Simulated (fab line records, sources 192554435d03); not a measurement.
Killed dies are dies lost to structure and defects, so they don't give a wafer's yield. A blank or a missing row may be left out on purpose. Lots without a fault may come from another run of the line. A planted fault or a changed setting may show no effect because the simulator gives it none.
Split-lot experiment | flow n5_finfet | 7 lots, 21 wafers read, on a route of 1938 steps

THE SPLIT
At N5_BEOL_M15_PEB_26 (peb time 90 s), the setting peb_temp_c was moved away from the recipe's 130 C on 9 of the 21 wafers read, by -1.8% to +2.4%. The other wafers ran this setting at the recipe's value.

FROM THE SPLIT TO THE READING: what the file shows between them, 2 steps
- N5_BEOL_M15_DEVELOP_27: develop time 45 s
- N5_BEOL_M15_HARDBAKE_32: time 120 s

THE READING
cd_nm, in nm, at N5_BEOL_M15_CD_MEAS_28 (target cd 407.6 nm). Fault-free wafers of this fab line usually give 407.7 nm, standard deviation 1.4 nm.

wafer  | tool, chamber at the split | peb_temp_c as run, C | against the recipe | cd_nm, nm | against lot-mates on the recipe
L080.2 | litho_track-04, 0          | 132                  | +1.5%              | 414.7     | no lot-mate on the recipe
L080.3 | litho_track-04, 0          | 132                  | +1.5%              | 417.1     | no lot-mate on the recipe
L080.6 | litho_track-04, 0          | 132                  | +1.5%              | 416.8     | no lot-mate on the recipe
L084.1 | litho_track-05, 0          | 130                  | recipe             | 406.7     | -
L084.2 | litho_track-05, 0          | 130                  | recipe             | 407.3     | -
L084.4 | litho_track-05, 0          | 130                  | recipe             | 406.5     | -
L083.4 | litho_track-02, 0          | 130                  | recipe             | 407.1     | -
L083.5 | litho_track-02, 0          | 130                  | recipe             | 407.2     | -
L083.6 | litho_track-02, 0          | 130                  | recipe             | 407.0     | -
L085.1 | litho_track-02, 0          | 130                  | recipe             | 409.2     | -
L085.3 | litho_track-02, 0          | 133.1                | +2.4%              | 421.1     | +11.9
L085.4 | litho_track-02, 0          | 133.1                | +2.4%              | 422.4     | +13.2
L086.1 | litho_track-05, 0          | 130                  | recipe             | 406.4     | -
L086.2 | litho_track-05, 0          | 130                  | recipe             | 407.3     | -
L086.5 | litho_track-05, 0          | 130                  | recipe             | 407.0     | -
L088.3 | litho_track-02, 0          | 127.6                | -1.8%              | 396.6     | -12.1
L088.4 | litho_track-02, 0          | 130                  | recipe             | 410.1     | -
L088.6 | litho_track-02, 0          | 130                  | recipe             | 407.4     | -
L092.2 | litho_track-02, 0          | 132.2                | +1.7%              | 415.6     | no lot-mate on the recipe
L092.3 | litho_track-02, 0          | 132.2                | +1.7%              | 416.9     | no lot-mate on the recipe
L092.5 | litho_track-02, 0          | 132.2                | +1.7%              | 417.3     | no lot-mate on the recipe

THE FIT
A straight line over all 21 wafers: cd_nm changes by +5.78 nm for each +1% of peb_temp_c; r = +0.99; the points scatter about the line by 1 nm.
The same after taking each lot's own level away (the mean of its wafers on the recipe; 15 wafers): +5.61 nm for each +1%; r = +0.99; scatter 0.84 nm.
On that fit, the largest move of peb_temp_c shifts the reading by 13 nm.
The lots' own levels span 406.83 to 409.20 nm, that is 1.7 times the standard deviation above.
So the lot-to-lot level changes the slope little: the two slopes agree.
Check: with one of the wafers moved furthest among these (+2.4%) left out of the fit, the line predicts +14 nm for it against its lot-mates. It came out at +11.9 nm against them.

OTHER SPLITS ON THESE WAFERS
These wafers also went through other splits before the reading. Each is held against what the fit with the lots' levels taken away leaves over:
other split on the same wafers    | wafers away from the commonest value | r with cd_nm (lot level and that fit taken away)
N5_BEOL_M13_ETCH_68 time_s        | 9                                    | +0.19
N5_BEOL_M13_SPUTTER_44 power_w    | 9                                    | +0.24
N5_BEOL_M14_ETCH_68 time_s        | 11                                   | -0.05
N5_BEOL_M14_TRENCH_ETCH_34 time_s | 5                                    | -0.24

THE WHOLE CHAIN: every reading that the file lists as answering this split, in the file's order
step                       | what it does                                                            | reading                                                         | change (the file's fit)              | r (the file's)
N5_BEOL_M15_CD_MEAS_28     | target cd 407.6 nm                                                      | cd_nm                                                           | +5.77 nm for each +1% of the setting | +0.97
N5_BEOL_M15_DESCUM_33      | chemistry O2, time 7.9 s                                                | BEOL_M15.cd_nm (the simulator's own value, which no gauge read) | +5.69 nm for each +1% of the setting | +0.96
N5_BEOL_M15_ETCH_61        | etches BARC in N2/H2, target depth 89 nm, overetch 26.7 nm, time 67.9 s | BEOL_M15.cd_nm (the simulator's own value, which no gauge read) | +5.43 nm for each +1% of the setting | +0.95
N5_BEOL_M15_TRENCH_ETCH_34 | etches SiO2 in C4F8/O2/Ar, target depth 872.93 nm, time 199 s           | BEOL_M15.cd_nm (the simulator's own value, which no gauge read) | +5.49 nm for each +1% of the setting | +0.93

THE FILE'S OWN FIT
cd_nm changes by +5.77 nm for each +1% of peb_temp_c, r = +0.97.
